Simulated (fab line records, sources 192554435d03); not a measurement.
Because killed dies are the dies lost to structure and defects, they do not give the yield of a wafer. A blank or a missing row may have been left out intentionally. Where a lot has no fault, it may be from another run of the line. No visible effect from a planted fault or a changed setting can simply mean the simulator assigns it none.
Matching of chambers    flow n5_finfet    3 sister chambers for N5_BEOL_M12_DEP_53 on pecvd-02
The step deposits SiCN from 3MS/NH3, target thk 30 nm, time 10.5 s. 6 wafers are shown with their chamber, then 8 later ones without.

## WAFERS, EACH WITH ITS CHAMBER
wafer   chamber  throttle_valve_pct (%)  showerhead_plenum_p_Torr (Torr)
L085.2  0        17.4                    4.157
L085.6  2        17.0                    4.180
L093.1  1        17.9                    4.153
L093.2  2        17.1                    4.169
L093.3  0        17.5                    4.160
L093.4  1        18.4                    4.162

## WAFERS MISSING THEIR CHAMBER
wafer   throttle_valve_pct (%)  showerhead_plenum_p_Torr (Torr)
L093.5  17.3                    4.168
L093.6  17.2                    4.168
L096.1  17.3                    4.167
L096.2  17.6                    4.154
L096.3  18.2                    4.163
L096.4  17.0                    4.174
L096.5  17.8                    4.163
L096.6  18.3                    4.162

## CHAMBER TAKEN BY EACH
wafer   from the rows above      in truth
L093.5  can't be placed: 2 or 0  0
L093.6  can't be placed: 2 or 0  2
L096.1  can't be placed: 0 or 2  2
L096.2  can't be placed: 0 or 1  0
L096.3  1                        1
L096.4  2                        2
L096.5  can't be placed: 0 or 1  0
L096.6  1                        1
Correctly placed: 3 of 8. These rows do not allow placing 5 (true chamber among the candidates in 5). Number placed wrongly: 0.
How it was worked out, from the rows above alone: a wafer's distance from a chamber is the root of the sum, over the readings, of the square of ((its reading less the chamber's mean) divided by the reading's scatter). If the next closest chamber is less than 2 further off than the closest, the wafer can't be placed; otherwise it belongs to the closest. Each chamber's mean is taken over the wafers shown for it. The scatter is the square root of a quotient: the sum, over the shown wafers, of each reading's squared deviation from its chamber's mean, divided by wafers minus chambers.
